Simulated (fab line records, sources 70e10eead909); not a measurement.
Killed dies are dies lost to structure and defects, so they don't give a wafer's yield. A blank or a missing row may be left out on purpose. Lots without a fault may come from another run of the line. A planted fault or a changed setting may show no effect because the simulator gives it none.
Which tool did it? | flow nand_harc | 24 lots, 72 wafers sampled, at 6 steps of a route of 1302

WHAT THE GAUGES READ, wafer by wafer
NHARC_P_GATE_CD_MEAS_26: target cd 120 nm.
lot  | measured     | on        | cd_nm (nm)
L074 | day 4 23:53  | cd_sem-01 | 119.4 119.8 120.0
L075 | day 5 13:06  | cd_sem-01 | 119.9 120.3 121.0
L076 | day 5 18:17  | cd_sem-01 | 120.4 120.4 120.9
L077 | day 6 05:43  | cd_sem-01 | 120.7 120.2 120.8
L078 | day 6 17:03  | cd_sem-02 | 119.8 119.6 120.0
L079 | day 7 01:31  | cd_sem-02 | 120.1 120.5 120.2
L080 | day 7 14:46  | cd_sem-02 | 120.1 119.5 120.0
L081 | day 8 02:05  | cd_sem-03 | 119.7 120.4 119.4
L082 | day 8 10:12  | cd_sem-02 | 120.2 120.1 119.6
L083 | day 9 00:53  | cd_sem-02 | 120.0 119.8 118.7
L084 | day 9 09:59  | cd_sem-01 | 119.8 119.8 119.1
L085 | day 10 03:07 | cd_sem-02 | 120.3 120.5 120.6
L086 | day 10 03:52 | cd_sem-02 | 121.9 122.2 120.9
L089 | day 11 02:00 | cd_sem-02 | 121.6 121.4 121.4
L087 | day 11 02:38 | cd_sem-02 | 119.2 119.6 119.4
L088 | day 11 02:58 | cd_sem-02 | 119.2 119.8 119.3
L090 | day 11 22:15 | cd_sem-02 | 120.4 120.3 119.9
L091 | day 12 06:02 | cd_sem-03 | 121.2 121.5 121.3
L092 | day 12 16:27 | cd_sem-03 | 119.8 120.1 119.2
L093 | day 13 01:28 | cd_sem-02 | 120.7 120.8 120.9
L094 | day 13 12:29 | cd_sem-01 | 120.8 120.8 120.7
L095 | day 14 01:47 | cd_sem-02 | 121.8 120.8 121.4
L096 | day 14 10:20 | cd_sem-01 | 121.4 120.5 120.7
L097 | day 14 13:51 | cd_sem-03 | 121.2 121.1 120.4

NHARC_P_CONTACT_INSPECT_27.
lot  | measured     | on                | raw_defect_count
L074 | day 5 23:44  | defect_inspect-02 | 253 330 202
L075 | day 6 12:46  | defect_inspect-01 | 445 462 270
L076 | day 6 18:08  | defect_inspect-01 | 299 358 252
L077 | day 7 05:18  | defect_inspect-02 | 383 319 300
L078 | day 7 16:56  | defect_inspect-02 | 404 270 376
L079 | day 8 00:43  | defect_inspect-02 | 274 262 510
L080 | day 8 13:56  | defect_inspect-01 | 209 301 161
L081 | day 9 03:55  | defect_inspect-01 | 272 353 493
L082 | day 9 09:28  | defect_inspect-01 | 358 518 266
L083 | day 10 00:17 | defect_inspect-01 | 237 197 233
L084 | day 10 11:31 | defect_inspect-02 | 401 371 345
L085 | day 11 02:35 | defect_inspect-01 | 241 271 189
L086 | day 11 03:17 | defect_inspect-01 | 173 403 274
L089 | day 12 01:19 | defect_inspect-01 | 183 284 228
L087 | day 12 02:08 | defect_inspect-02 | 131 196 202
L088 | day 12 04:12 | defect_inspect-01 | 161 411 219
L090 | day 12 21:25 | defect_inspect-01 | 547 300 300
L091 | day 13 05:34 | defect_inspect-01 | 159 264 223
L092 | day 13 15:49 | defect_inspect-02 | 335 277 338
L093 | day 14 01:11 | defect_inspect-01 | 300 173 180
L094 | day 14 11:50 | defect_inspect-01 | 195 289 315
L095 | day 15 01:34 | defect_inspect-01 | 240 282 279
L096 | day 15 10:16 | defect_inspect-02 | 165 189 242
L097 | day 15 13:28 | defect_inspect-01 | 611 483 509

NHARC_P_M0_CD_MEAS_16.
lot  | measured     | on        | cd_nm (nm)
L074 | day 6 01:07  | cd_sem-02 | 89.2 88.0 89.3
L075 | day 6 14:11  | cd_sem-03 | 89.6 90.2 89.5
L076 | day 6 19:24  | cd_sem-03 | 89.5 89.0 89.7
L077 | day 7 07:14  | cd_sem-03 | 88.4 88.3 88.0
L078 | day 7 18:23  | cd_sem-03 | 88.5 87.8 88.7
L079 | day 8 02:06  | cd_sem-01 | 90.2 90.4 90.3
L080 | day 8 15:19  | cd_sem-01 | 91.5 90.0 89.5
L081 | day 9 05:19  | cd_sem-01 | 89.1 90.4 88.3
L082 | day 9 10:53  | cd_sem-01 | 88.5 89.3 88.6
L083 | day 10 01:44 | cd_sem-01 | 89.9 89.4 88.6
L084 | day 10 12:54 | cd_sem-03 | 89.3 89.8 90.6
L085 | day 11 03:58 | cd_sem-01 | 90.2 89.3 90.3
L086 | day 11 04:40 | cd_sem-02 | 90.4 90.3 90.4
L089 | day 12 02:42 | cd_sem-03 | 91.1 90.6 90.7
L087 | day 12 03:31 | cd_sem-03 | 90.5 90.2 90.5
L088 | day 12 05:38 | cd_sem-03 | 89.4 90.0 88.7
L090 | day 12 22:52 | cd_sem-02 | 89.0 90.2 89.9
L091 | day 13 06:57 | cd_sem-01 | 90.3 89.8 89.6
L092 | day 13 17:12 | cd_sem-02 | 89.4 89.4 90.0
L093 | day 14 02:39 | cd_sem-01 | 91.0 90.2 90.2
L094 | day 14 13:17 | cd_sem-01 | 89.5 90.0 89.5
L095 | day 15 02:50 | cd_sem-03 | 89.9 88.7 88.7
L096 | day 15 11:40 | cd_sem-01 | 89.9 89.8 90.5
L097 | day 15 14:55 | cd_sem-02 | 90.4 89.5 89.2

WHICH TOOL RAN EACH LOT (tool, then ch and the chambers of the sampled wafers, then the start)
lot  | NHARC_P_GATE_STRIP_101             | NHARC_P_GATE_RTA_82              | NHARC_P_CONTACT_PVD_32
L074 | rie_diel-10 ch 0,2, day 5 11:01    | rtp_anneal-01 ch 0, day 5 18:33  | pvd_sputter-03, day 5 23:44 or earlier
L075 | rie_diel-06 ch 2,3, day 6 00:13    | rtp_anneal-02 ch 0, day 6 07:44  | pvd_sputter-01, day 6 12:46 or earlier
L076 | rie_diel-10 ch 0,1,2, day 6 05:26  | rtp_anneal-01 ch 0, day 6 12:47  | pvd_sputter-01, day 6 18:08 or earlier
L077 | rie_diel-10 ch 2,3, day 6 16:47    | rtp_anneal-01 ch 0, day 7 00:13  | pvd_sputter-01, day 7 05:18 or earlier
L078 | rie_diel-06 ch 0,2,3, day 7 04:09  | rtp_anneal-02 ch 0, day 7 11:45  | pvd_sputter-01, day 7 16:56 or earlier
L079 | rie_diel-06 ch 0,1,2, day 7 12:33  | rtp_anneal-02 ch 0, day 7 19:42  | pvd_sputter-01, day 8 00:43 or earlier
L080 | rie_diel-01 ch 0,1, day 8 01:48    | rtp_anneal-02 ch 0, day 8 08:46  | pvd_sputter-01, day 8 13:56 or earlier
L081 | rie_diel-06 ch 1,3, day 8 15:16    | rtp_anneal-02 ch 0, day 8 22:48  | pvd_sputter-01, day 9 03:55 or earlier
L082 | rie_diel-10 ch 0,3, day 8 21:14    | rtp_anneal-02 ch 0, day 9 04:23  | pvd_sputter-03, day 9 09:28 or earlier
L083 | rie_diel-10 ch 0,1,2, day 9 11:56  | rtp_anneal-01 ch 0, day 9 19:11  | pvd_sputter-01, day 10 00:17 or earlier
L084 | rie_diel-06 ch 0,2,3, day 9 23:01  | rtp_anneal-02 ch 0, day 10 06:23 | pvd_sputter-02, day 10 10:08
L085 | rie_diel-10 ch 0,2,3, day 10 14:11 | rtp_anneal-02 ch 0, day 10 21:29 | pvd_sputter-01, day 11 02:35 or earlier
L086 | rie_diel-01 ch 2,3, day 10 14:55   | rtp_anneal-02 ch 0, day 10 22:10 | pvd_sputter-03, day 11 03:17 or earlier
L089 | rie_diel-01 ch 1,2, day 11 13:11   | rtp_anneal-01 ch 0, day 11 20:22 | pvd_sputter-03, day 12 01:19 or earlier
L087 | rie_diel-06 ch 0,2,3, day 11 13:43 | rtp_anneal-01 ch 0, day 11 20:58 | pvd_sputter-02, day 12 02:08 or earlier
L088 | rie_diel-10 ch 2,3, day 11 16:11   | rtp_anneal-01 ch 0, day 11 23:15 | pvd_sputter-01, day 12 04:12 or earlier
L090 | rie_diel-06 ch 0,1,3, day 12 09:19 | rtp_anneal-02 ch 0, day 12 16:25 | pvd_sputter-03, day 12 21:25 or earlier
L091 | rie_diel-06 ch 1,3, day 12 17:04   | rtp_anneal-02 ch 0, day 13 00:23 | pvd_sputter-03, day 13 05:34 or earlier
L092 | rie_diel-06 ch 0,2,3, day 13 03:25 | rtp_anneal-01 ch 0, day 13 10:52 | pvd_sputter-02, day 13 15:49 or earlier
L093 | rie_diel-06 ch 0,1,3, day 13 12:29 | rtp_anneal-02 ch 0, day 13 19:56 | pvd_sputter-02, day 14 01:11 or earlier
L094 | rie_diel-01 ch 2,3, day 13 23:37   | rtp_anneal-01 ch 0, day 14 06:46 | pvd_sputter-02, day 14 11:50 or earlier
L095 | rie_diel-01 ch 1,2,3, day 14 13:10 | rtp_anneal-01 ch 0, day 14 20:32 | pvd_sputter-01, day 15 01:34 or earlier
L096 | rie_diel-01 ch 0,2,3, day 14 21:26 | rtp_anneal-01 ch 0, day 15 05:06 | pvd_sputter-02, day 15 10:16 or earlier
L097 | rie_diel-06 ch 2,3, day 15 01:02   | rtp_anneal-01 ch 0, day 15 08:26 | pvd_sputter-02, day 15 13:28 or earlier
- NHARC_P_GATE_STRIP_101: strips in O2, time 20 s.
- NHARC_P_GATE_RTA_82: time 30 s.
- NHARC_P_CONTACT_PVD_32: deposits Ti, target thk 5 nm, time 17.7 s.

WHAT THE TOOLS THEMSELVES READ (means of the sampled wafers that have a number; where no wafer has one, the mark that the record gives instead)
NHARC_P_GATE_STRIP_101.
lot  | tool        | chamber_pressure_mTorr (mTorr) | drypump_motor_current_A (A) | oes_product_au (a.u.) | rf_vpp_V (V) | showerhead_plenum_p_Torr (Torr) | throttle_valve_pct (%)
L074 | rie_diel-10 | 59.97                          | 6.1                         | 0.998                 | 57.8         | 3.52                            | 17.044
L075 | rie_diel-06 | 60.06                          | 5.5                         | 0.996                 | 58.6         | 3.41                            | 17.046
L076 | rie_diel-10 | 59.96                          | 5.9                         | 1.001                 | 58.2         | 3.44                            | 17.031
L077 | rie_diel-10 | 60.01                          | 5.6                         | 0.995                 | 56.8         | 3.63                            | 17.043
L078 | rie_diel-06 | 59.96                          | 5.6                         | 1.005                 | 57.9         | 3.47                            | 17.038
L079 | rie_diel-06 | 59.92                          | 5.9                         | 0.997                 | 57.7         | 3.48                            | 17.040
L080 | rie_diel-01 | 60.04                          | 6.4                         | 1.003                 | 58.1         | 3.68                            | 17.050
L081 | rie_diel-06 | 59.93                          | 5.7                         | 0.998                 | 56.8         | 3.32                            | 17.036
L082 | rie_diel-10 | 59.95                          | 5.8                         | 0.996                 | 57.6         | 3.43                            | 17.038
L083 | rie_diel-10 | 59.99                          | 5.9                         | 0.994                 | 57.4         | 3.44                            | 17.039
L084 | rie_diel-06 | 59.99                          | 5.6                         | 1.001                 | 57.7         | 3.47                            | 17.038
L085 | rie_diel-10 | 59.94                          | 5.8                         | 1.002                 | 57.7         | 3.53                            | 17.031
L086 | rie_diel-01 | 60.05                          | 5.4                         | 0.994                 | 58.2         | 3.64                            | 17.034
L089 | rie_diel-01 | 59.96                          | 5.9                         | 1.003                 | 57.9         | 3.70                            | 17.045
L087 | rie_diel-06 | 60.00                          | 5.6                         | 0.986                 | 57.4         | 3.46                            | 17.031
L088 | rie_diel-10 | 59.96                          | 5.6                         | 1.000                 | 57.9         | 3.63                            | 17.031
L090 | rie_diel-06 | 59.99                          | 5.8                         | 0.997                 | 57.6         | 3.37                            | 17.038
L091 | rie_diel-06 | 59.99                          | 6.0                         | 0.988                 | 57.0         | 3.32                            | 17.032
L092 | rie_diel-06 | 59.94                          | 5.6                         | 0.997                 | 58.7         | 3.46                            | 17.028
L093 | rie_diel-06 | 60.01                          | 5.8                         | 0.999                 | 57.5         | 3.37                            | 17.038
L094 | rie_diel-01 | 59.97                          | 5.2                         | 0.999                 | 57.8         | 3.61                            | 17.038
L095 | rie_diel-01 | 60.05                          | 5.7                         | 0.999                 | 58.1         | 3.67                            | 17.033
L096 | rie_diel-01 | 60.04                          | 5.6                         | 0.994                 | 58.1         | 3.59                            | 17.038
L097 | rie_diel-06 | 59.94                          | 5.4                         | 0.992                 | 57.5         | 3.40                            | 17.037

NHARC_P_GATE_RTA_82.
lot  | tool          | anneal_temp_c_max | lamp_power_pct (%) | lamp_zone_3_pct (%) | wafer_temp_C_max
L074 | rtp_anneal-01 | 452.2             | 3.99               | 3.99                | 453.3
L075 | rtp_anneal-02 | 451.1             | 3.59               | 3.59                | 452.2
L076 | rtp_anneal-01 | 452.6             | 3.99               | 3.99                | 453.3
L077 | rtp_anneal-01 | 452.5             | 3.99               | 3.99                | 452.7
L078 | rtp_anneal-02 | 451.6             | 3.59               | 3.59                | 452.1
L079 | rtp_anneal-02 | 451.7             | 3.59               | 3.60                | 451.8
L080 | rtp_anneal-02 | 451.8             | 3.60               | 3.59                | 452.1
L081 | rtp_anneal-02 | 451.9             | 3.60               | 3.60                | 451.9
L082 | rtp_anneal-02 | 452.1             | 3.60               | 3.59                | 452.3
L083 | rtp_anneal-01 | 452.4             | 3.99               | 3.99                | 452.8
L084 | rtp_anneal-02 | 451.8             | 3.59               | 3.60                | 452.4
L085 | rtp_anneal-02 | 451.5             | 3.60               | 3.60                | 452.8
L086 | rtp_anneal-02 | 451.7             | 3.59               | 3.59                | 452.4
L089 | rtp_anneal-01 | 452.6             | 3.99               | 3.99                | 453.2
L087 | rtp_anneal-01 | 452.5             | 3.99               | 3.99                | 453.1
L088 | rtp_anneal-01 | 452.6             | 3.99               | 3.99                | 453.5
L090 | rtp_anneal-02 | 451.9             | 3.59               | 3.60                | 452.3
L091 | rtp_anneal-02 | 451.7             | 3.59               | 3.60                | 452.0
L092 | rtp_anneal-01 | 452.8             | 3.99               | 3.99                | 453.1
L093 | rtp_anneal-02 | 451.6             | 3.59               | 3.59                | 452.4
L094 | rtp_anneal-01 | 452.5             | 3.99               | 3.99                | 453.0
L095 | rtp_anneal-01 | 452.7             | 3.99               | 3.99                | 453.1
L096 | rtp_anneal-01 | 452.5             | 3.99               | 3.98                | 453.6
L097 | rtp_anneal-01 | 452.0             | 3.99               | 3.99                | 453.7

NHARC_P_CONTACT_PVD_32.
lot  | tool           | throttle_valve_pct (%)
L074 | pvd_sputter-03 | 29.0
L075 | pvd_sputter-01 | 30.8
L076 | pvd_sputter-01 | 29.8
L077 | pvd_sputter-01 | 31.4
L078 | pvd_sputter-01 | 30.9
L079 | pvd_sputter-01 | 31.2
L080 | pvd_sputter-01 | 31.2
L081 | pvd_sputter-01 | 30.8
L082 | pvd_sputter-03 | 29.8
L083 | pvd_sputter-01 | 30.8
L084 | pvd_sputter-02 | 29.1
L085 | pvd_sputter-01 | 31.6
L086 | pvd_sputter-03 | 30.1
L089 | pvd_sputter-03 | 29.9
L087 | pvd_sputter-02 | 29.1
L088 | pvd_sputter-01 | 31.1
L090 | pvd_sputter-03 | 30.2
L091 | pvd_sputter-03 | 29.8
L092 | pvd_sputter-02 | 28.9
L093 | pvd_sputter-02 | 28.9
L094 | pvd_sputter-02 | 28.8
L095 | pvd_sputter-01 | 29.2
L096 | pvd_sputter-02 | 28.4
L097 | pvd_sputter-02 | 29.1

THE ANSWER, worked out from the rows above alone
Rule: what is usual is taken from the lots themselves. Put in order of their means at a reading, lots are off if they are a third of the lots or fewer, leave a main group of 4 or more, and stand apart from it by a gap of 3 or more times the standard deviation of the main group's means; of several such gaps the widest counts. A main group whose means are all the same, to the digits that the tables above print for the reading, isn't used. A lot without any number at a reading at which 4 lots or more have one is off too. The other lots that the step has rows for count as sound. The gauges are gone through in route order, then the tools' own readings, and for those a lot's mean is taken as printed above. The first step at which some lot is off is used, and at that step the reading that is off furthest; a lot without a number counts as furthest.
No lot is off at any reading shown: from this, nothing can be told.

WHAT THE SIMULATOR HAD PUT IN
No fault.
